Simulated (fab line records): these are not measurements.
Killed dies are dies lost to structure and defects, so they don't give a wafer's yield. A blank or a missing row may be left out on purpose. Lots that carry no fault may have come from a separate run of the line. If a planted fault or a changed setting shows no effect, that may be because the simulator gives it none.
Chamber matching + flow nand-harc + 4 sister chambers for NHARC_A_STAIRCASE_TRIM_187 on rie-diel-09
The step chemistry O2, time 211.2 s. 4 wafers are shown with their chamber, then 8 later ones without.

== EACH WAFER AND ITS CHAMBER ==
| wafer  | chamber | showerhead-plenum-p-Torr (Torr) |
|--------|---------|---------------------------------|
| L084.1 | 3       | 3.53                            |
| L083.4 | 1       | 3.36                            |
| L083.5 | 0       | 3.76                            |
| L086.1 | 2       | 3.38                            |

== WAFERS WHOSE CHAMBER IS MISSING ==
| wafer  | showerhead-plenum-p-Torr (Torr) |
|--------|---------------------------------|
| L086.4 | 3.53                            |
| L086.6 | 3.75                            |
| L096.1 | 3.37                            |
| L096.2 | 3.74                            |
| L096.4 | 3.35                            |
| L095.1 | 3.51                            |
| L095.3 | 3.74                            |
| L095.5 | 3.37                            |

== CHAMBER TAKEN BY EACH ==
| wafer  | from the rows above     | in truth |
|--------|-------------------------|----------|
| L086.4 | 3                       | 3        |
| L086.6 | 0                       | 0        |
| L096.1 | can't be placed: 2 or 1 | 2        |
| L096.2 | 0                       | 0        |
| L096.4 | can't be placed: 1 or 2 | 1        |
| L095.1 | 3                       | 3        |
| L095.3 | 0                       | 0        |
| L095.5 | can't be placed: 2 or 1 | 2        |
Correct placement for 5 of the 8. From these rows, 3 cannot be placed; in 3 the true chamber is one of the candidates. Number placed wrongly: 0.
How it was worked out, from the rows above alone: a wafer's distance from a chamber is the root of the sum, over the readings, of the square of ((its reading less the chamber's mean) divided by the reading's scatter). The wafer belongs to the nearest chamber; if the next one is less than 2 further off, it can't be placed. For every chamber, the mean is computed from those of its wafers that are shown. The scatter (one wafer shown for each chamber): square how far every hidden wafer sits from the nearest shown wafer, average those squares and take the square root.
